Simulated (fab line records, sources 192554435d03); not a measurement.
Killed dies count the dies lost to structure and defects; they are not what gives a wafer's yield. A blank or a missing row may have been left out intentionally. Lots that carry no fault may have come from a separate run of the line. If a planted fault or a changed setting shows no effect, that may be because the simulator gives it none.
Chamber matching    flow n5Finfet    rieDiel-01 running N5_BEOL_M6_DESCUM_16: 4 sister chambers
The step chemistry O2, time 7.9 s. 8 wafers are shown with their chamber, then 10 later ones without.

== WAFERS WITH THEIR CHAMBER ==
wafer   chamber  throttleValvePct (%)  showerheadPlenumPTorr (Torr)
L087.2  1        20.70                 2.21
L087.3  0        20.11                 2.21
L087.4  3        20.78                 2.09
L091.1  3        20.82                 2.09
L091.5  1        20.69                 2.21
L091.6  2        20.00                 2.08
L095.1  2        20.01                 2.07
L095.4  0        20.14                 2.20

== WAFERS WHOSE CHAMBER IS MISSING ==
wafer   throttleValvePct (%)  showerheadPlenumPTorr (Torr)
L095.6  20.13                 2.20
L092.1  20.70                 2.20
L092.3  20.14                 2.20
L092.4  20.82                 2.09
L096.1  20.71                 2.20
L096.2  20.82                 2.09
L096.3  20.16                 2.20
L096.4  20.02                 2.07
L096.5  20.17                 2.20
L096.6  20.84                 2.09

== WHICH CHAMBER EACH WENT THROUGH ==
wafer   from the rows above  in truth
L095.6  0                    0
L092.1  1                    1
L092.3  0                    0
L092.4  3                    3
L096.1  1                    1
L096.2  3                    3
L096.3  0                    0
L096.4  2                    2
L096.5  0                    0
L096.6  3                    3
10 of 10 placed correctly. Can't be placed from these rows: 0. Wrongly placed: 0.
How it was worked out, from the rows above alone: a wafer's distance from a chamber is the root of the sum, over the readings, of the square of ((its reading less the chamber's mean) divided by the reading's scatter). If the next closest chamber is less than 2 further off than the closest, the wafer can't be placed; otherwise it belongs to the closest. Each chamber's mean is taken over the wafers shown for it. The scatter is the square root of a quotient: the sum, over the shown wafers, of each reading's squared deviation from its chamber's mean, divided by wafers minus chambers.
